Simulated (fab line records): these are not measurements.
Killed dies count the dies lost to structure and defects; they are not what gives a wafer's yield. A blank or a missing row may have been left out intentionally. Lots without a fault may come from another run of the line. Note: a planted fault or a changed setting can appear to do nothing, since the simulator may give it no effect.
fab line records	flow nandHarc
[record] lots = 24	wafers = 72	lastDay = 34
route steps=1302 shown A_CONTACT@1010
lots with no fault: from the same line, run without faults
startH: hours from the record's first day to the start of the lot's first wafer shown	waitH: hours since the lot's step before	" identical to the entry in the row above	L1.1+2: a row that stands for several wafers	- no value, or no start given	* or withheld: withheld	< > ~ a bound
route shown NAME@n: names a module that has steps shown in the file, with the first one's number in the route	usual: mean/standard deviation taken from wafers without a fault	same: alike in all rows	chamber/n: place in a boat	sites: readings site by site	_std_site: standard deviation across them	_edge_site: the outer-site mean with the inner-site mean subtracted	radiusMm: how far each site lies from the wafer's centre	mask NAME#n: copy n	behind: the last tool/chamber to shape the wafer	hold: what put the lot on hold/how long, in hours/how the hold closed	device: which transistor (n, p or np) failed to switch	end of line: tests run on the same wafers once the route is complete	step lacking rows: just its recipe	killed: not the wafer's yield, but the dies lost to structure and defects at the first sort	map: per-die view of a wafer (x killed, . not killed, _ where there is no die)
set.NAME: the setting the step ran with; set.NAME@STEP: the setting that earlier step ran with	model.NAME: the simulator's own value behind a step, which no gauge read
steps of the route over a sample of lots; a table a step, a row a wafer
services: from which hour (startH, from the record's first day; less than 0 if before it) a tool's chamber was out of use, for how many hours, and why
[[steps]]
[step NHARC_A_CONTACT_ETCH_116]
[recipe] sourceW = withheld	pressureMtorr = 20	biasV = 3000	timeS = 190	targetDepthA = 18500	arFlowSccm = withheld	c4f8FlowSccm = withheld	o2FlowSccm = withheld	chemistry = C4F8/O2/Ar
lot.wafer	tool	chamber	startH	waitH	rfHoursCounterH
L075.2	harCapEtch-03	0	494.05	0.1	42
L075.1	"	1	"	"	42
L075.6	"	1	"	"	-
L074.2	harCapEtch-02	0	499.53	0.1	88
L074.1	"	1	"	"	88
L074.6	"	0	"	"	-
L076.4	harCapEtch-02	1	510.22	0.1	-
L076.3	"	0	"	"	-
L076.5	"	0	"	"	-
L077.2	harCapEtch-03	0	521.00	0.1	49
L077.1	"	1	"	"	49
L077.4	"	1	"	"	-
L078.2	harCapEtch-01	1	525.25	0.1	2
L078.5	"	1	"	"	-
L078.6	"	0	"	"	-
L079.2	harCapEtch-02	1	536.24	0.1	99
L079.4	"	0	"	"	-
L079.3	"	1	"	"	-
L080.2	harCapEtch-01	0	544.50	0.1	6
L080.4	"	1	"	"	-
L080.6	"	1	"	"	-
L081.1	harCapEtch-02	0	550.29	0.1	103
L081.5	"	1	"	"	-
L081.6	"	0	"	"	-
L082.1	harCapEtch-02	0	579.16	0.1	107
L082.4	"	1	"	"	-
L082.5	"	1	"	"	-
L083.1	harCapEtch-01	0	585.27	0.1	12
L083.3	"	0	"	"	-
L083.5	"	0	"	"	-
L084.2	harCapEtch-02	0	593.56	0.1	109
L084.5	"	1	"	"	-
L084.6	"	0	"	"	-
L086.2	harCapEtch-02	1	600.78	0.1	111
L086.4	"	1	"	"	-
L086.5	"	0	"	"	-
L085.2	harCapEtch-03	0	600.97	0.1	62
L085.3	"	0	"	"	-
L085.5	"	1	"	"	-
L087.1	harCapEtch-02	0	631.72	0.1	118
L087.2	"	1	"	"	118
L087.5	"	0	"	"	-
L088.1	harCapEtch-01	1	631.81	0.2	19
L088.4	"	0	"	"	-
L088.3	"	1	"	"	-
L089.1	harCapEtch-02	1	666.01	0.1	122
L089.6	"	1	"	"	-
L089.5	"	0	"	"	-
L090.1	harCapEtch-01	0	666.50	0.2	23
L090.3	"	0	"	"	-
L090.5	"	0	"	"	-
L091.4	harCapEtch-01	1	680.68	0.1	-
L091.6	"	1	"	"	-
L091.5	"	0	"	"	-
L094.2	harCapEtch-03	1	685.43	0.2	72
L094.3	"	1	"	"	-
L094.5	"	1	"	"	-
L092.1	harCapEtch-02	1	686.42	0.1	126
L092.3	"	0	"	"	-
L092.5	"	0	"	"	-
L093.2	harCapEtch-02	1	692.54	0.1	128
L093.5	"	0	"	"	-
L093.6	"	1	"	"	-
L096.1	harCapEtch-02	1	709.45	0.1	134
L096.4	"	1	"	"	-
L096.6	"	1	"	"	-
L097.2	harCapEtch-03	1	709.92	0.1	79
L097.3	"	0	"	"	-
L097.4	"	1	"	"	-
L095.1	harCapEtch-02	1	714.03	0.1	136
L095.4	"	1	"	"	-
L095.6	"	0	"	"	-
[step NHARC_A_CONTACT_ETCH_118]
[recipe] sourceW = withheld	pressureMtorr = 20	biasV = 3000	timeS = 190	targetDepthA = 18500	arFlowSccm = withheld	c4f8FlowSccm = withheld	o2FlowSccm = withheld	chemistry = C4F8/O2/Ar
lot.wafer	tool	chamber	startH	waitH	rfHoursCounterH
L075.2	harCapEtch-03	0	494.39	0.1	42
L075.1	"	1	"	"	42
L075.6	"	1	"	"	-
L074.2	harCapEtch-02	0	499.87	0.1	89
L074.1	"	1	"	"	89
L074.6	"	0	"	"	-
L076.4	harCapEtch-02	1	510.56	0.1	-
L076.3	"	0	"	"	-
L076.5	"	0	"	"	-
L077.2	harCapEtch-03	0	521.35	0.1	49
L077.1	"	1	"	"	49
L077.4	"	1	"	"	-
L078.2	harCapEtch-01	1	525.60	0.1	2
L078.5	"	1	"	"	-
L078.6	"	0	"	"	-
L079.2	harCapEtch-02	1	536.58	0.1	99
L079.4	"	0	"	"	-
L079.3	"	1	"	"	-
L080.2	harCapEtch-01	0	544.84	0.1	6
L080.4	"	1	"	"	-
L080.6	"	1	"	"	-
L081.1	harCapEtch-02	0	550.63	0.1	103
L081.5	"	1	"	"	-
L081.6	"	0	"	"	-
L082.1	harCapEtch-02	0	579.50	0.1	107
L082.4	"	1	"	"	-
L082.5	"	1	"	"	-
L083.1	harCapEtch-01	0	585.61	0.1	12
L083.3	"	0	"	"	-
L083.5	"	0	"	"	-
L084.2	harCapEtch-02	0	593.90	0.1	109
L084.5	"	1	"	"	-
L084.6	"	0	"	"	-
L086.2	harCapEtch-02	1	601.12	0.1	112
L086.4	"	1	"	"	-
L086.5	"	0	"	"	-
L085.2	harCapEtch-03	0	601.31	0.1	62
L085.3	"	0	"	"	-
L085.5	"	1	"	"	-
L087.1	harCapEtch-02	0	632.06	0.1	118
L087.2	"	1	"	"	118
L087.5	"	0	"	"	-
L088.1	harCapEtch-01	1	632.27	0.2	19
L088.4	"	0	"	"	-
L088.3	"	1	"	"	-
L089.1	harCapEtch-02	1	666.35	0.1	122
L089.6	"	1	"	"	-
L089.5	"	0	"	"	-
L090.1	harCapEtch-01	0	666.95	0.2	23
L090.3	"	0	"	"	-
L090.5	"	0	"	"	-
L091.4	harCapEtch-01	1	681.02	0.1	-
L091.6	"	1	"	"	-
L091.5	"	0	"	"	-
L094.2	harCapEtch-03	1	685.88	0.2	73
L094.3	"	1	"	"	-
L094.5	"	1	"	"	-
L092.1	harCapEtch-02	1	686.76	0.1	126
L092.3	"	0	"	"	-
L092.5	"	0	"	"	-
L093.2	harCapEtch-02	1	692.88	0.1	128
L093.5	"	0	"	"	-
L093.6	"	1	"	"	-
L096.1	harCapEtch-02	1	709.80	0.1	134
L096.4	"	1	"	"	-
L096.6	"	1	"	"	-
L097.2	harCapEtch-03	1	710.26	0.1	79
L097.3	"	0	"	"	-
L097.4	"	1	"	"	-
L095.1	harCapEtch-02	1	714.37	0.1	137
L095.4	"	1	"	"	-
L095.6	"	0	"	"	-
[step NHARC_A_CONTACT_ETCH_123]
[recipe] sourceW = withheld	pressureMtorr = 20	biasV = 400	timeS = 490	targetDepthA = 21100	arFlowSccm = withheld	c4f8FlowSccm = 11.5	o2FlowSccm = 7.2	chemistry = C4F8/O2/Ar
lot.wafer	tool	chamber	startH	waitH	rfHoursCounterH
L075.2	harCapEtch-03	0	495.24	0.1	43
L075.1	"	1	"	"	43
L075.6	"	1	"	"	-
L074.2	harCapEtch-02	0	500.73	0.1	89
L074.1	"	1	"	"	89
L074.6	"	0	"	"	-
L076.4	harCapEtch-02	1	511.53	0.3	-
L076.3	"	0	"	"	-
L076.5	"	0	"	"	-
L077.2	harCapEtch-03	0	522.20	0.1	50
L077.1	"	1	"	"	50
L077.4	"	1	"	"	-
L078.2	harCapEtch-01	1	526.46	0.1	3
L078.5	"	1	"	"	-
L078.6	"	0	"	"	-
L079.2	harCapEtch-02	1	537.49	0.2	100
L079.4	"	0	"	"	-
L079.3	"	1	"	"	-
L080.2	harCapEtch-01	0	545.69	0.1	7
L080.4	"	1	"	"	-
L080.6	"	1	"	"	-
L081.1	harCapEtch-02	0	551.54	0.2	104
L081.5	"	1	"	"	-
L081.6	"	0	"	"	-
L082.1	harCapEtch-02	0	580.42	0.2	108
L082.4	"	1	"	"	-
L082.5	"	1	"	"	-
L083.1	harCapEtch-01	0	586.52	0.2	13
L083.3	"	0	"	"	-
L083.5	"	0	"	"	-
L084.2	harCapEtch-02	0	594.81	0.2	110
L084.5	"	1	"	"	-
L084.6	"	0	"	"	-
L086.2	harCapEtch-02	1	602.04	0.2	113
L086.4	"	1	"	"	-
L086.5	"	0	"	"	-
L085.2	harCapEtch-03	0	602.16	0.1	63
L085.3	"	0	"	"	-
L085.5	"	1	"	"	-
L087.1	harCapEtch-02	0	632.91	0.1	119
L087.2	"	1	"	"	119
L087.5	"	0	"	"	-
L088.1	harCapEtch-01	1	633.49	0.3	20
L088.4	"	0	"	"	-
L088.3	"	1	"	"	-
L089.1	harCapEtch-02	1	667.21	0.1	123
L089.6	"	1	"	"	-
L089.5	"	0	"	"	-
L090.1	harCapEtch-01	0	668.09	0.2	24
L090.3	"	0	"	"	-
L090.5	"	0	"	"	-
L091.4	harCapEtch-01	1	681.99	0.3	-
L091.6	"	1	"	"	-
L091.5	"	0	"	"	-
L094.2	harCapEtch-03	1	687.02	0.2	74
L094.3	"	1	"	"	-
L094.5	"	1	"	"	-
L092.1	harCapEtch-02	1	687.61	0.1	127
L092.3	"	0	"	"	-
L092.5	"	0	"	"	-
L093.2	harCapEtch-02	1	693.79	0.2	129
L093.5	"	0	"	"	-
L093.6	"	1	"	"	-
L096.1	harCapEtch-02	1	710.71	0.2	135
L096.4	"	1	"	"	-
L096.6	"	1	"	"	-
L097.2	harCapEtch-03	1	711.17	0.2	80
L097.3	"	0	"	"	-
L097.4	"	1	"	"	-
L095.1	harCapEtch-02	1	715.23	0.1	137
L095.4	"	1	"	"	-
L095.6	"	0	"	"	-
[step NHARC_A_CONTACT_ETCH_75]
[recipe] targetDepthA = 390	overEtchFrac = 0.3	timeS = 65	ionEnergyEv = 80	cf4FlowSccm = 150	arFlowSccm = 0	rfW = 300	biasW = 100	chemistry = CF4
[usual] drypumpMotorCurrentA = 5.8/0.4	oesProductAu = 0.998/0.015	rfVppV = 151.5/1.1	showerheadPlenumPTorr = 1.79/0.071	throttleValvePct = 13.283/0.008
lot.wafer	tool	chamber	startH	waitH	drypumpMotorCurrentA	oesProductAu	rfHoursCounterH	rfVppV	showerheadPlenumPTorr	throttleValvePct
L075.1	rieDiel-02	2	503.61	0.1	5.9	1.005	20	150.3	1.70	13.266
L075.2	"	3	"	"	5.6	1.016	21	152.1	1.85	13.291
L075.6	"	0	"	"	5.5	0.990	-	153.4	1.82	13.282
L074.1	rieDiel-13	1	507.16	0.1	6.4	0.978	42	152.3	1.90	13.286
L074.2	"	2	"	"	6.5	1.007	53	151.1	1.75	13.298
L074.6	"	1	"	"	6.4	0.981	-	152.5	1.90	13.288
L076.3	rieDiel-02	3	518.66	0.1	5.5	1.001	23	152.4	1.85	13.273
L076.4	"	2	"	"	5.9	1.013	23	150.3	1.69	13.288
L076.5	"	3	"	"	5.5	1.012	-	152.9	1.85	13.294
L077.1	rieDiel-13	2	529.26	0.1	6.5	1.016	0	152.3	1.75	13.276
L077.4	"	3	"	"	5.5	1.001	0	151.0	1.91	13.291
L077.2	"	1	"	"	6.4	0.996	0	151.6	1.90	13.280
L078.2	rieDiel-02	0	533.14	0.1	5.5	0.997	25	152.3	1.82	13.297
L078.5	"	3	"	"	5.5	1.022	-	151.1	1.85	13.292
L078.6	"	0	"	"	5.5	0.989	-	151.7	1.82	13.271
L079.3	rieDiel-03	2	546.33	0.1	6.0	0.993	26	151.8	1.68	13.288
L079.4	"	3	"	"	5.9	0.995	26	151.7	1.85	13.278
L079.2	"	0	"	"	6.2	1.021	23	152.3	1.72	13.292
L080.2	rieDiel-02	1	552.78	0.1	5.2	1.010	19	151.1	1.76	13.306
L080.4	"	0	"	"	5.5	0.993	28	152.7	1.82	13.278
L080.6	"	2	"	"	5.8	1.001	-	150.1	1.69	13.281
L081.1	rieDiel-03	2	558.37	0.1	6.0	0.997	30	150.8	1.68	13.274
L081.6	"	3	"	"	5.9	0.990	-	153.8	1.85	13.282
L081.5	"	0	"	"	6.2	1.018	-	150.2	1.71	13.289
L082.1	rieDiel-02	3	586.68	0.1	5.5	1.002	2	153.8	1.85	13.281
L082.4	"	2	"	"	5.9	0.978	2	149.1	1.69	13.273
L082.5	"	0	"	"	5.5	0.982	-	151.5	1.82	13.277
L083.1	rieDiel-03	2	594.16	0.1	6.0	0.983	41	147.9	1.68	13.279
L083.3	"	1	"	"	6.2	1.016	36	153.5	1.90	13.283
L083.5	"	2	"	"	6.0	0.978	-	150.6	1.68	13.278
L084.2	rieDiel-02	3	602.04	0.1	5.5	0.995	5	151.8	1.84	13.279
L084.5	"	2	"	"	5.9	0.979	-	153.0	1.69	13.272
L084.6	"	3	"	"	5.5	0.998	-	153.2	1.84	13.282
L086.2	rieDiel-02	0	608.95	0.1	5.5	0.976	6	151.6	1.82	13.289
L086.4	"	2	"	"	5.9	0.970	7	151.7	1.69	13.293
L086.5	"	1	"	"	5.2	0.999	-	151.6	1.76	13.276
L085.2	rieDiel-03	3	609.34	0.1	5.9	0.987	47	153.4	1.84	13.284
L085.3	"	1	"	"	6.2	0.997	43	152.6	1.90	13.284
L085.5	"	3	"	"	5.9	0.978	-	152.1	1.84	13.299
L087.2	rieDiel-02	3	639.37	0.1	5.5	0.986	10	153.0	1.84	13.280
L087.1	"	0	"	"	5.5	0.977	10	150.3	1.81	13.291
L087.5	"	0	"	"	5.5	0.975	-	152.3	1.81	13.283
L088.1	rieDiel-13	2	640.42	0.2	6.5	1.003	38	151.9	1.74	13.265
L088.4	"	3	"	"	5.6	0.996	-	151.4	1.90	13.288
L088.3	"	2	"	"	6.5	0.993	-	150.4	1.74	13.282
L089.1	rieDiel-02	1	674.37	0.1	5.2	1.000	14	150.8	1.76	13.288
L089.5	"	0	"	"	5.5	0.976	-	150.7	1.81	13.277
L089.6	"	1	"	"	5.2	0.998	-	152.3	1.76	13.290
L090.3	rieDiel-13	1	677.62	0.1	6.4	0.983	48	152.2	1.88	13.297
L090.1	"	2	"	"	6.5	1.014	52	150.9	1.74	13.278
L090.5	"	3	"	"	5.6	1.004	-	151.9	1.89	13.285
L091.4	rieDiel-13	2	690.90	0.1	6.5	1.013	58	151.6	1.73	13.283
L091.5	"	2	"	"	6.5	1.025	-	150.5	1.73	13.295
L091.6	"	3	"	"	5.6	1.005	-	153.6	1.89	13.291
L094.3	rieDiel-02	1	694.96	0.1	5.2	1.010	17	151.5	1.76	13.279
L094.2	"	3	"	"	5.5	0.997	15	151.8	1.84	13.279
L094.5	"	1	"	"	5.2	1.008	-	150.6	1.76	13.275
L092.1	rieDiel-13	2	695.11	0.1	6.5	1.008	59	150.8	1.73	13.289
L092.3	"	0	"	"	6.3	1.028	49	150.3	1.79	13.270
L092.5	"	2	"	"	6.4	1.015	-	152.8	1.73	13.296
L093.2	rieDiel-02	1	700.65	0.1	5.2	1.016	19	150.9	1.76	13.292
L093.5	"	2	"	"	5.9	1.001	-	151.0	1.69	13.286
L093.6	"	3	"	"	5.5	1.008	-	152.8	1.84	13.275
L096.4	rieDiel-02	1	716.94	0.1	5.2	1.007	22	150.0	1.75	13.278
L096.1	"	2	"	"	5.9	0.983	21	150.4	1.69	13.271
L096.6	"	2	"	"	5.8	0.974	-	149.2	1.69	13.295
L097.3	rieDiel-13	2	719.36	0.1	6.5	1.024	6	149.2	1.73	13.279
L097.2	"	3	"	"	5.6	1.009	5	152.9	1.89	13.284
L097.4	"	0	"	"	6.3	1.001	4	150.7	1.78	13.291
L095.1	rieDiel-02	2	726.14	0.1	5.9	0.977	22	150.6	1.69	13.280
L095.4	"	3	"	"	5.5	0.985	20	152.1	1.84	13.276
L095.6	"	2	"	"	5.9	0.995	-	150.1	1.69	13.297
[step NHARC_A_CONTACT_ETCH_77]
[recipe] targetDepthA = 1089	timeS = 54.5	cf4FlowSccm = 100	chf3FlowSccm = 30	arFlowSccm = 0	rfW = 500	biasW = 200	chemistry = CF4/CHF3
[usual] chf3FlowSccm = 30.00/0.093	drypumpMotorCurrentA = 5.8/0.4	oesProductAu = 0.931/0.02	rfVppV = 371.2/2.2	showerheadPlenumPTorr = 1.59/0.065	throttleValvePct = 16.802/0.0078
lot.wafer	tool	chamber	startH	waitH	chf3FlowSccm	drypumpMotorCurrentA	oesProductAu	rfHoursCounterH	rfVppV	showerheadPlenumPTorr	throttleValvePct
L075.2	rieDiel-02	0	-	-	30.16	5.5	0.916	20	372.2	1.62	16.799
L075.1	"	1	"	"	30.06	5.2	0.934	11	370.8	1.57	16.813
L075.6	"	0	"	"	29.98	5.6	0.920	-	371.9	1.62	16.786
L074.1	rieDiel-13	2	-	-	29.90	6.5	0.931	53	371.7	1.56	16.795
L074.2	"	1	"	"	30.14	6.4	0.911	42	375.0	1.69	16.813
L074.6	"	2	"	"	29.94	6.5	0.943	-	372.4	1.56	16.796
L076.4	rieDiel-02	1	-	-	30.00	5.2	0.964	14	372.1	1.57	16.796
L076.3	"	2	"	"	30.04	5.9	0.993	23	367.5	1.51	16.818
L076.5	"	2	"	"	29.96	5.8	0.975	-	368.7	1.51	16.810
L077.1	rieDiel-13	0	-	-	30.01	6.3	0.974	0	371.8	1.60	16.800
L077.2	"	1	"	"	30.10	6.4	0.948	1	376.2	1.69	16.810
L077.4	"	2	"	"	30.05	6.5	0.951	1	371.5	1.56	16.810
L078.2	rieDiel-02	0	-	-	30.00	5.5	0.919	25	371.6	1.62	16.804
L078.6	"	2	"	"	29.86	5.9	0.923	-	367.6	1.51	16.800
L078.5	"	3	"	"	29.90	5.5	0.942	-	371.6	1.64	16.787
L079.3	rieDiel-03	0	-	-	29.95	6.2	0.943	24	368.8	1.53	16.790
L079.4	"	2	"	"	30.01	6.0	0.917	26	367.4	1.49	16.793
L079.2	"	3	"	"	30.00	5.9	0.919	27	373.6	1.64	16.794
L080.2	rieDiel-02	2	-	-	29.95	5.8	0.931	28	368.8	1.50	16.822
L080.4	"	0	"	"	29.99	5.5	0.919	28	373.1	1.62	16.789
L080.6	"	3	"	"	30.06	5.5	0.954	-	370.5	1.64	16.804
L081.1	rieDiel-03	3	-	-	29.98	5.9	0.913	31	372.9	1.64	16.802
L081.6	"	1	"	"	29.93	6.2	0.925	-	375.1	1.69	16.793
L081.5	"	2	"	"	30.11	6.0	0.913	-	367.9	1.49	16.807
L082.1	rieDiel-02	0	-	-	29.91	5.5	0.911	1	373.3	1.62	16.807
L082.4	"	2	"	"	29.98	5.8	0.894	2	368.8	1.50	16.810
L082.5	"	0	"	"	30.04	5.5	0.903	-	370.5	1.62	16.791
L083.3	rieDiel-03	0	-	-	30.00	6.1	0.937	38	367.2	1.52	16.789
L083.1	"	1	"	"	29.95	6.2	0.926	37	374.0	1.69	16.801
L083.5	"	3	"	"	29.94	5.9	0.909	-	371.9	1.64	16.798
L084.2	rieDiel-02	3	-	-	29.82	5.5	0.925	5	372.3	1.64	16.807
L084.6	"	0	"	"	29.91	5.5	0.896	-	372.5	1.62	16.811
L084.5	"	1	"	"	29.88	5.2	0.932	-	370.7	1.57	16.801
L086.2	rieDiel-02	1	-	-	30.02	5.2	0.923	7	370.2	1.56	16.805
L086.4	"	3	"	"	30.01	5.5	0.917	7	373.4	1.64	16.805
L086.5	"	1	"	"	30.19	5.2	0.925	-	368.8	1.56	16.803
L085.3	rieDiel-03	2	-	-	29.97	6.0	0.920	52	369.0	1.49	16.798
L085.2	"	0	"	"	30.05	6.2	0.951	44	367.7	1.52	16.804
L085.5	"	3	"	"	30.02	5.9	0.915	-	374.1	1.64	16.819
L087.1	rieDiel-02	1	-	-	29.97	5.2	0.926	10	371.2	1.56	16.807
L087.2	"	2	"	"	30.04	5.9	0.910	11	368.6	1.50	16.815
L087.5	"	0	"	"	30.06	5.5	0.900	-	369.9	1.61	16.798
L088.1	rieDiel-13	2	641.22	0.4	30.01	6.5	0.922	39	370.1	1.55	16.796
L088.4	"	3	"	"	29.91	5.5	0.915	-	373.2	1.69	16.806
L088.3	"	2	"	"	30.03	6.5	0.922	-	369.4	1.55	16.807
L089.1	rieDiel-02	1	-	-	30.05	5.2	0.965	14	369.1	1.56	16.795
L089.5	"	0	"	"	30.02	5.5	0.936	-	371.7	1.61	16.797
L089.6	"	1	"	"	30.01	5.2	0.969	-	370.3	1.56	16.792
L090.1	rieDiel-13	3	-	-	29.86	5.5	0.940	57	375.0	1.69	16.804
L090.3	"	1	"	"	30.02	6.4	0.904	49	373.8	1.68	16.798
L090.5	"	3	"	"	29.83	5.6	0.922	-	374.6	1.69	16.804
L091.4	rieDiel-13	1	-	-	30.12	6.4	0.905	54	372.7	1.68	16.819
L091.6	"	2	"	"	29.90	6.5	0.947	-	369.8	1.54	16.803
L091.5	"	3	"	"	29.89	5.6	0.926	-	375.3	1.68	16.801
L094.2	rieDiel-02	2	-	-	30.12	5.9	0.906	17	369.2	1.50	16.794
L094.3	"	0	"	"	30.02	5.5	0.898	16	371.8	1.61	16.815
L094.5	"	2	"	"	30.04	5.9	0.915	-	368.4	1.50	16.802
L092.3	rieDiel-13	0	-	-	30.09	6.3	0.947	50	370.6	1.59	16.806
L092.1	"	2	"	"	30.06	6.5	0.940	59	369.9	1.54	16.816
L092.5	"	1	"	"	30.13	6.5	0.912	-	375.6	1.67	16.794
L093.2	rieDiel-02	3	-	-	29.97	5.6	0.963	16	371.6	1.64	16.790
L093.6	"	2	"	"	30.07	5.9	0.950	-	368.3	1.50	16.801
L093.5	"	3	"	"	29.89	5.6	0.958	-	373.9	1.64	16.810
L096.1	rieDiel-02	1	-	-	30.05	5.2	0.936	22	371.5	1.56	16.808
L096.4	"	3	"	"	29.95	5.5	0.921	19	371.6	1.64	16.806
L096.6	"	1	"	"	30.14	5.2	0.925	-	370.3	1.56	16.799
L097.2	rieDiel-13	0	-	-	29.87	6.3	0.953	5	371.5	1.59	16.805
L097.4	"	2	"	"	30.08	6.5	0.979	6	368.6	1.54	16.803
L097.3	"	3	"	"	30.04	5.6	0.956	5	373.7	1.68	16.799
L095.4	rieDiel-02	0	-	-	29.99	5.5	0.910	22	372.0	1.61	16.799
L095.1	"	1	"	"	30.14	5.2	0.935	24	370.3	1.56	16.787
L095.6	"	0	"	"	30.03	5.5	0.908	-	372.8	1.61	16.794
[step NHARC_A_CONTACT_DEP_85]
[recipe] targetThkA = 600	targetThkNm = 60	tempC = 400	pressureTorr = 3.5	flowSccm = 200	rfW = 350	material = SiON
[usual] heaterPowerW = 739/110	showerheadVppV = 1169/40
lot.wafer	tool	chamber	startH	waitH	heaterPowerW	showerheadVppV
L075.2	pecvd-02	0	510.57	1.2	905	1186
L075.1	"	1	"	"	703	1194
L075.6	"	2	"	"	758	1088
L074.1	pecvd-03	1	514.43	1.5	630	1218
L074.2	"	2	"	"	548	1169
L074.6	"	1	"	"	648	1237
L076.3	pecvd-02	2	526.42	0.9	688	1100
L076.5	"	0	"	"	851	1192
L076.4	"	2	"	"	691	1089
L077.2	pecvd-02	2	539.76	1.2	755	1102
L077.1	"	1	"	"	761	1191
L077.4	"	2	"	"	775	1082
L078.2	pecvd-03	1	542.16	1.2	662	1243
L078.5	"	1	"	"	655	1238
L078.6	"	0	"	"	794	1142
L079.3	pecvd-02	0	553.48	0.9	851	1195
L079.2	"	2	"	"	766	1100
L079.4	"	0	"	"	868	1167
L080.2	pecvd-03	1	564.74	1.2	696	1226
L080.6	"	0	"	"	779	1141
L080.4	"	1	"	"	699	1240
L081.1	pecvd-02	0	568.16	1.5	879	1197
L081.6	"	1	"	"	742	1199
L081.5	"	2	"	"	658	1087
L082.1	pecvd-04	1	594.13	1.5	748	1185
L082.5	"	1	"	"	761	1174
L082.4	"	2	"	"	666	1188
L083.3	pecvd-03	0	602.63	0.9	768	1125
L083.1	"	1	"	"	692	1218
L083.5	"	1	"	"	694	1225
L084.2	pecvd-02	0	608.88	1.2	994	1180
L084.5	"	1	"	"	836	1204
L084.6	"	0	"	"	979	1178
L086.2	pecvd-03	1	615.99	1.2	608	1236
L086.5	"	0	"	"	743	1150
L086.4	"	1	"	"	610	1209
L085.2	pecvd-04	0	616.36	1.2	753	1176
L085.3	"	2	"	"	701	1189
L085.5	"	1	"	"	774	1183
L087.1	pecvd-03	0	646.63	1.5	664	1142
L087.2	"	1	"	"	716	1227
L087.5	"	1	"	"	574	1221
L088.1	pecvd-03	2	648.40	1.5	541	1164
L088.3	"	0	"	"	702	1144
L088.4	"	0	"	"	690	1146
L089.1	pecvd-02	2	685.32	1.7	822	1106
L089.6	"	1	"	"	749	1182
L089.5	"	2	"	"	809	1100
L090.1	pecvd-02	1	686.49	1.5	785	1203
L090.3	"	0	"	"	991	1168
L090.5	"	1	"	"	788	1212
L091.4	pecvd-03	1	698.39	0.7	692	1240
L091.5	"	2	"	"	572	1176
L091.6	"	0	"	"	706	1154
L092.1	pecvd-02	2	702.06	1.4	747	1101
L092.3	"	1	"	"	749	1213
L092.5	"	1	"	"	753	1201
L094.3	pecvd-04	2	704.15	0.9	760	1187
L094.2	"	0	"	"	779	1157
L094.5	"	1	"	"	757	1179
L093.2	pecvd-04	2	707.56	1.2	768	1201
L093.5	"	0	"	"	732	1145
L093.6	"	1	"	"	669	1193
L096.1	pecvd-02	0	724.31	1.4	962	1186
L096.6	"	0	"	"	1002	1177
L096.4	"	1	"	"	819	1180
L097.3	pecvd-02	2	726.98	0.9	750	1087
L097.2	"	0	"	"	987	1178
L097.4	"	2	"	"	723	1092
L095.1	pecvd-02	0	733.25	1.4	812	1180
L095.4	"	0	"	"	839	1184
L095.6	"	1	"	"	822	1206
[[services]]
tool	chamber	startH	hours	kind
rieDiel-02	0	476.29	-	clean
harCapEtch-01	-	497.00	17.0	pm
rieDiel-02	3	505.76	4.4	repair
rieDiel-13	1	511.94	4.5	repair
rieDiel-13	-	519.68	9.0	pm
pecvd-03	-	547.50	13.0	pm
rieDiel-03	3	568.58	8.0	repair
rieDiel-02	-	570.79	9.0	pm
pecvd-02	-	589.26	13.0	pm
pecvd-03	2	596.29	3.0	repair
rieDiel-13	0	613.37	7.5	repair
rieDiel-03	1	628.30	3.7	repair
pecvd-04	-	631.45	13.0	pm
rieDiel-13	0	632.18	10.7	repair
harCapEtch-03	-	633.64	0.5	repair
rieDiel-03	-	637.51	9.0	pm
rieDiel-13	1	639.12	3.0	repair
pecvd-03	-	640.59	1.1	repair
rieDiel-02	0	646.66	9.8	repair
rieDiel-02	3	671.29	9.8	repair
pecvd-02	2	675.39	4.0	repair
rieDiel-13	-	696.68	9.0	pm
pecvd-03	-	728.50	13.0	pm
harCapEtch-02	-	732.70	2.6	repair
[[key]]
fault none
